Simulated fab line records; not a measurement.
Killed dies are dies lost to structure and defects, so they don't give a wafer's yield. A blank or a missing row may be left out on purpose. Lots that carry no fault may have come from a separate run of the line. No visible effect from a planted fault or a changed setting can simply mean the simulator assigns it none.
Matching of chambers ; flow nand harc ; NHARC_A_CHANNEL_HOLE_D1_DEP_01 on pecvd-04: 3 sister chambers
The step deposits SiON, target thk 140 nm. 14 wafers are shown with their chamber, then 7 later ones without.

WAFERS PAIRED WITH THEIR CHAMBERS
wafer;chamber;heater power w (W)
L075.1;1;601
L075.3;0;728
L075.4;2;720
L078.2;1;495
L078.4;2;776
L078.5;1;517
L079.3;1;517
L079.5;1;522
L079.6;2;715
L080.1;1;576
L080.4;0;709
L080.5;1;589
L088.4;0;741
L088.5;2;717

SIGNATURES, as means of the wafers listed above
reading;chamber 0;chamber 1;chamber 2;scatter within a chamber
heater power w;726.00;545.29;732.00;35.3
Rule: distance of a wafer from a chamber = root of the sum over the readings of ((wafer's reading minus chamber's mean) / reading's scatter) squared. If the next closest chamber is less than 2 further off than the closest, the wafer can't be placed; otherwise it belongs to the closest. The scatter is the square root of a quotient: the sum, over the shown wafers, of each reading's squared deviation from its chamber's mean, divided by wafers minus chambers.

WAFERS WITHOUT THEIR CHAMBER
wafer;heater power w (W)
L088.6;608
L092.3;486
L092.5;666
L092.6;735
L096.2;575
L096.3;716
L096.5;708

WHICH CHAMBER EACH ONE RAN IN
wafer;from the rows above;in truth
L088.6;can't be placed: 1 or 0 or 2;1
L092.3;1;1
L092.5;can't be placed: 0 or 2 or 1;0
L092.6;can't be placed: 2 or 0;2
L096.2;1;1
L096.3;can't be placed: 0 or 2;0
L096.5;can't be placed: 0 or 2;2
Correct placement for 2 of the 7. From these rows, 5 cannot be placed; in 5 the true chamber is one of the candidates. 0 placed wrongly.
